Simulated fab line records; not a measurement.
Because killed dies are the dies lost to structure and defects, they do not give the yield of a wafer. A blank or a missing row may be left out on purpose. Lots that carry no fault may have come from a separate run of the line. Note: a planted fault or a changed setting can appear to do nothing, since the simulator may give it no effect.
Matching of chambers    flow nand_harc    3 sister chambers for NHARC_P_CONTACT_DEP_30 on pecvd-03
The step deposits SiNx, target thk 30 nm. 3 wafers are shown with their chamber, then 7 later ones without.

## WAFERS WITH THEIR CHAMBER
wafer   chamber  heater_power_w (W)
L090.6  0        602
L093.4  1        803
L093.5  2        827

## WAFERS WITHOUT THEIR CHAMBER
wafer   heater_power_w (W)
L093.6  633
L095.1  771
L095.2  652
L095.4  685
L096.3  659
L096.5  650
L096.6  689

## WHICH CHAMBER EACH ONE RAN IN
wafer   from the rows above           in truth
L093.6  0                             0
L095.1  can't be placed: 1 or 2       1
L095.2  can't be placed: 0 or 1       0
L095.4  can't be placed: 0 or 1 or 2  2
L096.3  can't be placed: 0 or 1 or 2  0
L096.5  can't be placed: 0 or 1       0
L096.6  can't be placed: 0 or 1 or 2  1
1 of 7 placed correctly. These rows do not allow placing 6 (true chamber among the candidates in 6). 0 placed wrongly.
How it was worked out, from the rows above alone: a wafer's distance from a chamber is the root of the sum, over the readings, of the square of ((its reading less the chamber's mean) divided by the reading's scatter). The wafer belongs to the nearest chamber; if the next one is less than 2 further off, it can't be placed. Each chamber's mean is taken over the wafers shown for it. The scatter: root of mean squared gap, hidden wafer to nearest shown wafer, with one shown wafer a chamber.
